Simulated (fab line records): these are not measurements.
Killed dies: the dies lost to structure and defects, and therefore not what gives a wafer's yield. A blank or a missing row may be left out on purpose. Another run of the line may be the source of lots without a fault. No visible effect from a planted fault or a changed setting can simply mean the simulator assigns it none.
8D (eight disciplines) problem report, filled in by code / flow nand-harc / the parts of the form that need people (team, actions taken, sign-off) are left out

## 1. THE ISSUE
A mean of 894 is read at NHARC_A_CHANNEL_HOLE_D2_INSPECT_40 for raw-defect-count, taken on 1 wafer of 1 lot, against 289 (standard deviation 93) on wafers free of any fault. That puts it +6.5 standard deviations away from the usual mean.
Earliest sighting: wafer L670.2 on defect-inspect-02 at day 15 21:09. Wafers with a number at this step in the record: 30, from 10 lots. The rule behind "out" and "out of limits": a value lying over 4 standard deviations away from the usual mean. The rest of the wafers with a number are treated as sound.

## 2. WHAT IT IS, WHAT IT ISN'T
question=which readings at this step | is=raw-defect-count | is not=-
question=which lots | is=L670 | is not=L666, L667, L668, L678, L679, L681, L682, L683, L686
question=which wafers of those lots | is=L670.2 | is not=L670.1, L670.6
question=read on which gauges | is=defect-inspect-02 | is not=defect-inspect-01
question=when | is=from day 15 21:09 | is not=up to then (11 sound wafers); but 18 sound wafers of L678, L679, L681, L682, L683, L686 came after

## 3. THE SUSPECTS, EACH WITH WHAT RULES IT OUT
Counting: a tool at a process step up to the reading stays a suspect if it ran every lot that is out. Sound lots after the first of them don't rule it out here, since some wafers of a struck lot are sound.
- the gauge at NHARC_A_CHANNEL_HOLE_D2_INSPECT_40: kept. All the wafers that are out were read on defect-inspect-02, and no step on other tools shows them out.
- rie-diel-01 at NHARC_A_CHANNEL_HOLE_D2_ETCH_16 (etches the open film in O2/COS, target depth 3100 nm, time 806 s): kept. It ran the lot that is out, L670 (day 15 16:52); its last sound lot up to then is L667 (day 14 08:40). Because NHARC_A_CHANNEL_HOLE_D2_ETCH_16 lacks a start for some lots, the hours and order of its lots are taken from NHARC_A_CHANNEL_HOLE_D2_ETCH_23.
- har-etch-01 at NHARC_A_CHANNEL_HOLE_D2_ETCH_23 (etches the open film in C4F8/O2/Ar, time 819 s, target depth 1600 nm): kept. It ran the lot that is out, L670 (day 15 16:52); its last sound lot up to then is L667 (day 14 08:40).
- har-etch-01 at NHARC_A_CHANNEL_HOLE_D2_ETCH_27 (etches the open film in C4F8/O2/Ar, time 90 s, target depth 400 nm): kept. It ran the lot that is out, L670 (day 15 19:25); its last sound lot up to then is L667 (day 14 11:05).
- rie-diel-09 at NHARC_A_CHANNEL_HOLE_D2_ETCH_44 (etches the open film in CF4/O2, target depth 140 nm, overetch 14 nm, time 77 s): kept. It ran the lot that is out, L670 (day 15 20:10); its last sound lot up to then is L668 (day 15 00:44).
- In rie-diel-01 at NHARC_A_CHANNEL_HOLE_D2_ETCH_16, the wafers that are out were processed in chamber 0 and their sound lot-mates in chambers 2, 3.
- In rie-diel-09 at NHARC_A_CHANNEL_HOLE_D2_ETCH_44, the wafers that are out were processed in chamber 2 and their sound lot-mates in chambers 0, 3.
Left after counting: rie-diel-01 at NHARC_A_CHANNEL_HOLE_D2_ETCH_16, har-etch-01 at NHARC_A_CHANNEL_HOLE_D2_ETCH_23, har-etch-01 at NHARC_A_CHANNEL_HOLE_D2_ETCH_27, rie-diel-09 at NHARC_A_CHANNEL_HOLE_D2_ETCH_44, defect-inspect-02 at NHARC_A_CHANNEL_HOLE_D2_INSPECT_40.

## 4. THE CAUSE (what the simulator had put in)
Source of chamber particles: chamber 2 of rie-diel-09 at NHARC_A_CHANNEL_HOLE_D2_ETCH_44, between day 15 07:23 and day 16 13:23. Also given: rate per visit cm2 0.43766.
5 suspects survive the count, and this tool is in that group.

## 5. THE CHAIN OF EFFECTS, in route order
One row per reading whose mean, taken over the struck wafers that have a number, lies over 3 standard deviations from the usual. Only readings whose record carries a usual standard deviation are examined. hours: median over the lots of the time between each lot's start at the first step of this table that gives one and its start at this step. sigmas: the change, counted in usual standard deviations.
hours=0; step=NHARC_A_CHANNEL_HOLE_D2_INSPECT_40; reading=raw-defect-count; usual=289; on struck wafers=894; change=+605; sigmas=+6.5
At these later measuring or inspecting steps, every struck wafer for which the step has a row has a number for every such reading, and none has moved that far: NHARC_END_SORT_01.

## 6. WHAT WOULD HAVE CAUGHT IT SOONER
Counted from the fault's start at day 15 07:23, it took 14 hours until the first out-of-limits reading at a measuring or inspecting step in this record, taken at day 15 21:09.
An alarm limit of 4 standard deviations would not have fired on the tool readings at NHARC_A_CHANNEL_HOLE_D2_ETCH_44 for which the record gives a usual standard deviation, since none of them was out on any struck wafer.
All the lots that are out (1) had begun NHARC_A_CHANNEL_HOLE_D2_ETCH_44 on rie-diel-09 by day 15 21:09. Holding the tool at that point would not have protected any of them.
